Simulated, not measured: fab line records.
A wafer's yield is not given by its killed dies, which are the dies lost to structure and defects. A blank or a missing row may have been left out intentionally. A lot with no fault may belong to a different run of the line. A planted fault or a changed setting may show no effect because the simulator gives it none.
fab line records	flow nand_harc
record lots=12	wafers=36	last_day=23
route steps=1159 shown P_M0@264 P_M1@293 END@1159
lots with no fault: from the same line, run without faults
start_h: hours from the record's opening day to when the first of the lot's shown wafers began	wait_h: time in hours since the lot's previous step	" identical to the entry in the row above	L1.1+2: a row that stands for several wafers	- either no value or no given start	* or withheld: withheld	< > ~ a bound
route shown NAME@n: names a module that has steps shown in the file, with the first one's number in the route	usual: mean/standard deviation of fault-free wafers	same: alike in all rows	chamber/n: place in a boat	sites: the reading at each site	_std_site: the values' standard deviation	_edge_site: outer sites' mean less inner sites'	radius_mm: how far each site lies from the wafer's centre	mask NAME#n: copy n	behind: tool/chamber where the wafer was last shaped	hold: cause of the lot's hold/its duration in hours/its outcome	device: the transistor (n, p or np) that didn't switch	end of line: at the end of the route, the tests of the same wafers	where a step has no rows: the recipe by itself	killed: dies that structure and defects cost at the first sort, which is not the same as the wafer's yield	map: per-die view of a wafer (x killed, . not killed, _ where there is no die)
set.NAME: the setting as run; set.NAME@STEP: as run at that earlier step	model.NAME: the simulator's own value behind a step, which no gauge read
the route's steps for a sample of lots (tables are steps, rows are wafers)
services: from which hour (start_h, from the record's first day; less than 0 if before it) a tool's chamber was out of use, for how many hours, and why
## steps
# step NHARC_P_M0_OVL_MEAS_10
# recipe pitch_nm=180
# usual overlay_x_nm=-0.1/0.72	overlay_y_nm=-0.3/0.87
lot.wafer	tool	chamber	start_h	wait_h	overlay_x_nm	overlay_y_nm
L105.1	overlay-01	-	114.36	-	0.0	0.5
L105.4	"	-	"	"	-0.3	0.5
L105.5	"	-	"	"	-0.1	1.0
L106.2	overlay-01	-	124.19	-	-0.4	0.0
L106.3	"	-	"	"	-0.4	-0.4
L106.4	"	-	"	"	0.2	-0.5
L107.1	overlay-01	-	124.64	-	-1.2	0.4
L107.2	"	-	"	"	-0.3	0.6
L107.6	"	-	"	"	-1.6	0.3
L108.1	overlay-01	-	131.74	-	-0.6	-1.3
L108.4	"	-	"	"	-1.0	-1.5
L108.5	"	-	"	"	-1.2	-1.2
L109.3	overlay-01	-	142.08	-	0.0	-0.8
L109.5	"	-	"	"	-0.3	-1.4
L109.6	"	-	"	"	0.4	-1.1
L110.1	overlay-02	-	150.32	-	-1.3	0.2
L110.2	"	-	"	"	-1.2	-0.1
L110.5	"	-	"	"	-1.2	0.1
L111.2	overlay-02	-	153.45	-	0.2	-1.4
L111.3	"	-	"	"	0.9	-1.2
L111.4	"	-	"	"	1.1	-1.4
L116.1	overlay-01	-	188.60	-	-0.2	0.4
L116.2	"	-	"	"	0.0	0.6
L116.3	"	-	"	"	-0.4	0.1
L118.1	overlay-02	-	189.70	-	0.3	-0.3
L118.4	"	-	"	"	0.6	0.1
L118.6	"	-	"	"	-0.3	-0.4
L117.1	overlay-01	-	190.14	-	0.8	-2.0
L117.3	"	-	"	"	0.0	-2.3
L117.6	"	-	"	"	0.3	-2.2
L124.2	overlay-01	-	233.26	-	-0.3	0.4
L124.3	"	-	"	"	0.1	1.0
L124.4	"	-	"	"	0.4	0.4
L125.1	overlay-02	-	233.80	-	0.5	0.2
L125.3	"	-	"	"	0.5	0.1
L125.5	"	-	"	"	0.4	-0.1
# step NHARC_P_M0_DEGAS_28
# recipe temp_c=250	time_s=60
# usual heater_power_w=344/23
lot.wafer	tool	chamber	start_h	wait_h	heater_power_w
L105.1	pvd_sputter-01	-	115.39	-	369
L105.4	"	-	"	"	337
L105.5	"	-	"	"	330
L106.3	pvd_sputter-01	-	125.23	-	381
L106.2	"	-	"	"	350
L106.4	"	-	"	"	341
L107.1	pvd_sputter-02	-	125.67	-	348
L107.2	"	-	"	"	294
L107.6	"	-	"	"	370
L108.4	pvd_sputter-01	-	133.28	-	329
L108.1	"	-	"	"	387
L108.5	"	-	"	"	346
L109.3	pvd_sputter-03	-	143.42	-	303
L109.5	"	-	"	"	322
L109.6	"	-	"	"	351
L110.2	pvd_sputter-02	-	151.36	-	342
L110.1	"	-	"	"	298
L110.5	"	-	"	"	342
L111.2	pvd_sputter-01	-	154.47	-	342
L111.3	"	-	"	"	369
L111.4	"	-	"	"	330
L116.1	pvd_sputter-02	-	189.62	-	376
L116.3	"	-	"	"	327
L116.2	"	-	"	"	355
L118.1	pvd_sputter-02	-	190.71	-	360
L118.4	"	-	"	"	344
L118.6	"	-	"	"	373
L117.3	pvd_sputter-03	-	191.17	-	323
L117.1	"	-	"	"	355
L117.6	"	-	"	"	352
L124.3	pvd_sputter-01	-	234.31	-	334
L124.4	"	-	"	"	355
L124.2	"	-	"	"	365
L125.1	pvd_sputter-01	-	234.85	-	339
L125.3	"	-	"	"	352
L125.5	"	-	"	"	338
# step NHARC_P_M1_PEB_07
# recipe peb_temp_c=100	peb_time_s=65
# usual heater_power_total_W=156.6/0.43	plate_temp_C=99.98/0.13
lot.wafer	tool	chamber	start_h	wait_h	heater_power_total_W	plate_temp_C
L105.1	litho_track-01	0	119.60	0.1	156.1	99.89
L105.4	"	0	"	"	157.0	100.00
L105.5	"	0	"	"	156.2	100.01
L106.2	litho_track-01	0	128.05	0.1	156.1	99.94
L106.3	"	0	"	"	157.1	99.95
L106.4	"	0	"	"	156.4	99.89
L107.1	litho_track-04	0	128.89	0.1	156.9	99.81
L107.2	"	0	"	"	157.0	100.00
L107.6	"	0	"	"	156.2	100.04
L108.1	litho_track-01	0	136.32	0.1	156.6	100.01
L108.4	"	0	"	"	156.3	100.08
L108.5	"	0	"	"	155.9	100.14
L109.3	litho_track-06	0	146.15	0.0	156.6	99.89
L109.5	"	0	"	"	156.2	100.09
L109.6	"	0	"	"	157.0	100.03
L110.1	litho_track-01	0	154.25	0.1	156.2	100.00
L110.2	"	0	"	"	157.1	99.94
L110.5	"	0	"	"	157.1	99.89
L111.2	litho_track-04	0	157.20	0.1	157.0	99.98
L111.3	"	0	"	"	157.2	99.91
L111.4	"	0	"	"	157.2	100.03
L116.1	litho_track-04	0	192.49	0.1	156.4	99.95
L116.2	"	0	"	"	157.1	99.83
L116.3	"	0	"	"	157.1	99.98
L118.1	litho_track-06	0	193.59	0.1	131.7	88.08
L118.4	"	0	"	"	131.3	88.05
L118.6	"	0	"	"	131.7	87.92
L117.1	litho_track-06	0	194.08	0.1	131.2	88.02
L117.3	"	0	"	"	131.2	87.90
L117.6	"	0	"	"	131.7	87.91
L124.2	litho_track-04	0	237.15	0.1	156.2	100.22
L124.3	"	0	"	"	156.6	100.32
L124.4	"	0	"	"	157.0	100.05
L125.1	litho_track-01	0	237.69	0.1	156.2	100.04
L125.3	"	0	"	"	156.4	99.85
L125.5	"	0	"	"	156.8	100.06
# step NHARC_P_M1_CD_MEAS_09
# recipe target_cd_nm=130	landing_energy_ev=500
# usual cd_nm=130.0/0.66
# same landing_energy_ev=500
lot.wafer	tool	chamber	start_h	wait_h	cd_nm
L105.1	cd_sem-02	0	119.68	-	130.4
L105.4	"	0	"	"	129.6
L105.5	"	0	"	"	129.4
L106.2	cd_sem-01	0	128.13	-	129.4
L106.3	"	0	"	"	129.3
L106.4	"	0	"	"	129.2
L107.1	cd_sem-03	0	128.97	-	129.7
L107.2	"	0	"	"	129.3
L107.6	"	0	"	"	129.6
L108.1	cd_sem-03	0	136.39	-	129.4
L108.4	"	0	"	"	129.4
L108.5	"	0	"	"	129.8
L109.3	cd_sem-03	0	146.23	-	129.9
L109.5	"	0	"	"	129.9
L109.6	"	0	"	"	130.2
L110.1	cd_sem-01	0	154.33	-	130.3
L110.2	"	0	"	"	129.6
L110.5	"	0	"	"	129.6
L111.2	cd_sem-01	0	157.28	-	129.2
L111.3	"	0	"	"	129.8
L111.4	"	0	"	"	129.7
L116.1	cd_sem-03	0	192.56	-	129.9
L116.2	"	0	"	"	130.5
L116.3	"	0	"	"	129.7
L118.1	cd_sem-03	0	193.67	-	70.9
L118.4	"	0	"	"	71.1
L118.6	"	0	"	"	70.3
L117.1	cd_sem-03	0	194.16	-	71.5
L117.3	"	0	"	"	70.4
L117.6	"	0	"	"	71.3
L124.2	cd_sem-02	0	237.23	-	130.0
L124.3	"	0	"	"	129.4
L124.4	"	0	"	"	130.4
L125.1	cd_sem-02	0	237.77	-	130.0
L125.3	"	0	"	"	130.8
L125.5	"	0	"	"	129.7
# step NHARC_P_M1_ETCH_15
# recipe target_depth_a=1825	time_s=91.2	c4f8_flow_sccm=withheld	ar_flow_sccm=400	rf_w=600	bias_w=300	chemistry=C4F8/Ar
# usual oes_product_au=0.954/0.025	rf_vpp_V=442.0/2.3
lot.wafer	tool	chamber	start_h	wait_h	oes_product_au	rf_hours_counter_h	rf_vpp_V
L105.4	rie_diel-05	0	-	-	0.928	10	445.2
L105.1	"	1	"	"	0.941	10	440.9
L105.5	"	3	"	"	0.944	-	444.1
L106.2	rie_diel-02	2	-	-	0.944	3	440.2
L106.4	"	3	"	"	0.913	4	442.7
L106.3	"	1	"	"	0.916	4	442.5
L107.1	rie_diel-02	3	-	-	0.912	4	443.8
L107.2	"	0	"	"	0.915	3	438.4
L107.6	"	2	"	"	0.940	-	440.4
L108.1	rie_diel-05	0	-	-	0.923	11	444.4
L108.4	"	2	"	"	0.917	9	443.0
L108.5	"	1	"	"	0.940	-	439.2
L109.3	rie_diel-02	1	-	-	0.959	4	440.5
L109.6	"	1	"	"	0.977	-	442.6
L109.5	"	0	"	"	0.961	-	438.3
L110.1	rie_diel-05	1	-	-	0.927	13	441.4
L110.2	"	0	"	"	0.909	13	446.4
L110.5	"	1	"	"	0.925	-	441.3
L111.2	rie_diel-05	0	-	-	0.918	13	446.7
L111.3	"	1	"	"	0.933	13	441.2
L111.4	"	2	"	"	0.922	11	443.9
L116.1	rie_diel-02	1	-	-	0.954	1	443.0
L116.3	"	2	"	"	0.984	1	442.2
L116.2	"	3	"	"	0.976	1	443.1
L118.4	rie_diel-09	2	-	-	0.979	8	441.5
L118.1	"	0	"	"	0.968	8	443.2
L118.6	"	1	"	"	0.947	-	439.4
L117.1	rie_diel-09	0	-	-	0.944	8	442.9
L117.3	"	1	"	"	0.919	8	440.1
L117.6	"	3	"	"	0.929	-	444.9
L124.3	rie_diel-09	1	-	-	0.937	11	441.0
L124.2	"	2	"	"	0.949	10	441.5
L124.4	"	1	"	"	0.930	-	440.2
L125.1	rie_diel-02	1	-	-	0.957	2	441.8
L125.3	"	2	"	"	0.991	2	441.7
L125.5	"	1	"	"	0.963	-	440.5
# step NHARC_END_SORT_01
# recipe temp_c=25
# usual defect_limited_yield=95.4/1.5	killed_at_array=27/9.9	killed_at_other=0.5/0.76	killed_at_periphery=3.4/2.2	killed_dies=31/10	killed_open=3.3/2	killed_short=2.0/1.5	sort_bin_2_pct=1.5/0.64	sort_bin_3_pct=0.21/0.2	sort_bin_4_pct=2.9/0.97	sort_n_pass=646/10	sort_rim_yield_pct=96.9/2	sort_yield_pct=95.4/1.5
# same gross_dies=677	sort_bin_5_pct[%]=0	sort_bin_6_pct[%]=0	sort_bin_7_pct[%]=0	sort_bin_8_pct[%]=0	sort_rim_n_gross=106.00
lot.wafer	tool	chamber	start_h	wait_h	defect_limited_yield[%]	killed_at_array	killed_at_other	killed_at_periphery	killed_dies	killed_open	killed_short	sort_bin_2_pct[%]	sort_bin_3_pct[%]	sort_bin_4_pct[%]	sort_n_pass	sort_rim_yield_pct[%]	sort_yield_pct[%]
L118.1	prober-01	0	509.72	2.5	0	28	0	649	677	6	1	97.3	0.15	2.5	0	0	0
L118.4	prober-01	0	512.11	3.4	0	26	0	651	677	4	2	97.6	0.15	2.2	0	0	0
L118.6	prober-01	0	513.70	4.0	0	27	0	650	677	4	4	97.6	0.30	2.1	0	0	0
L117.1	prober-01	0	517.51	2.5	0	24	0	653	677	8	7	97.3	0.30	2.4	0	0	0
L117.3	prober-01	0	519.11	3.1	0	12	0	665	677	3	0	98.5	0.15	1.3	0	0	0
L117.6	prober-01	0	521.52	4.0	0	13	0	664	677	3	3	98.4	0.15	1.5	0	0	0
# killed by level:class
L118.1 P_M1:area_peb=645 A_SLIT:chamber_film_flake=13 A_CHANNEL_HOLE_D1:chamber_film_flake=4 A_WL_FILL:chamber_film_flake=4 A_CONTACT:chamber_film_flake=2 P_GATE:geometric_particle:open=1 P_CONTACT:geometric_particle:open=1 P_M2:geometric_particle:open=1
L118.4 P_M1:area_peb=649 A_SLIT:chamber_film_flake=13 A_CONTACT:chamber_film_flake=5 A_CHANNEL_HOLE_D1:chamber_film_flake=3 A_CONTACT:geometric_particle:open=2 P_M0:geometric_particle:open=1 P_M2:geometric_particle:short=1 A_ONON_D1:geometric_particle:open=1
L118.6 P_M1:area_peb=647 A_SLIT:chamber_film_flake=16 A_CHANNEL_HOLE_D1:chamber_film_flake=3 A_CHANNEL_FILL_D1:geometric_particle:short=2 A_CONTACT:chamber_film_flake=2 P_M1:geometric_particle:open=1 P_M1:geometric_particle:short=1 A_CHANNEL_FILL_D1:geometric_particle:open=1
L117.1 P_M1:area_peb=650 A_CHANNEL_HOLE_D1:chamber_film_flake=6 A_CONTACT:geometric_particle:open=2 A_BLC:geometric_particle:open=2 A_M0:geometric_particle:open=2 A_ZERO_WELL:chamber_film_flake=2 A_CHANNEL_FILL_D1:chamber_film_flake=2 P_CONTACT:geometric_particle:short=1
L117.3 P_M1:area_peb=662 A_CHANNEL_HOLE_D1:chamber_film_flake=4 A_CONTACT:chamber_film_flake=3 P_M0:chamber_film_flake=2 P_M2:geometric_particle:open=1 A_SOURCE_PLATE:geometric_particle:open=1 A_CONTACT:geometric_particle:open=1 A_CHANNEL_FILL_D1:chamber_film_flake=1
L117.6 P_M1:area_peb=662 P_M0:chamber_film_flake=2 A_ZERO_WELL:chamber_film_flake=2 A_STAIRCASE:chamber_film_flake=2 A_SLIT:chamber_film_flake=2 A_ONON_D1:geometric_particle:short=1 A_CHANNEL_FILL_D1:geometric_particle:short=1 A_SGD_CUT:geometric_particle:open=1
## services
tool	chamber	start_h	hours	kind
litho_track-01	-	93.00	7.0	pm
pvd_sputter-03	-	102.00	10.0	pm
rie_diel-02	0	105.21	-	clean
rie_diel-02	1	105.21	-	clean
rie_diel-02	2	105.21	-	clean
rie_diel-02	3	105.21	-	clean
litho_track-06	-	117.00	7.0	pm
pvd_sputter-03	-	117.59	1.5	repair
rie_diel-02	0	129.71	-	clean
rie_diel-02	1	129.71	-	clean
rie_diel-02	2	129.71	-	clean
rie_diel-02	3	129.71	-	clean
litho_track-04	-	141.00	7.0	pm
rie_diel-02	3	144.63	8.4	repair
rie_diel-02	-	150.70	9.0	pm
rie_diel-02	0	150.70	9.0	vent_cycle
rie_diel-02	1	150.70	9.0	vent_cycle
pvd_sputter-03	-	155.92	2.0	repair
pvd_sputter-01	-	158.17	10.0	pm
rie_diel-09	-	163.03	0.7	repair
rie_diel-05	-	163.60	9.0	pm
rie_diel-09	2	179.54	1.7	repair
pvd_sputter-02	-	214.07	10.0	pm
pvd_sputter-03	-	215.16	12.0	repair
## key
first_sign step=NHARC_P_M1_PEB_07	reading=plate_temp_C	direction=down	sigmas=96	usual=*	struck=*
effect step=NHARC_P_M1_PEB_07	reading=heater_power_total_W	direction=down	sigmas=59	usual=*	struck=*
effect step=NHARC_P_M1_CD_MEAS_09	reading=cd_nm	direction=down	sigmas=90	usual=130.0	struck=70.9
effect step=NHARC_END_SORT_01	reading=killed_at_periphery	direction=up	sigmas=99+	usual=3.4	struck=655.3
more_kills_born_at NHARC_P_M1_PEB_07@litho_track-06=3915
met_at NHARC_P_M1_PEB_07
struck_lots L117,L118
later_rows_left_out L117.1,L117.3,L117.6,L118.1,L118.4,L118.6
not_acting_at NHARC_P_M0_OVL_MEAS_10,NHARC_P_M0_DEGAS_28,NHARC_P_M1_ETCH_15
onset_between 146.15 193.59
fault kind=process_parameter_drift	tool=litho_track-06	chamber=-	onset_h=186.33	steps=NHARC_P_M1_PEB_07	channel=peb_temp_c	offset=*	shape=step	end_h=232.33	acts_in=*	stated=*
# later_rows_left_out: the simulator's readings of these wafers behind a module that went badly wrong aren't trusted and aren't shown, but for the sort
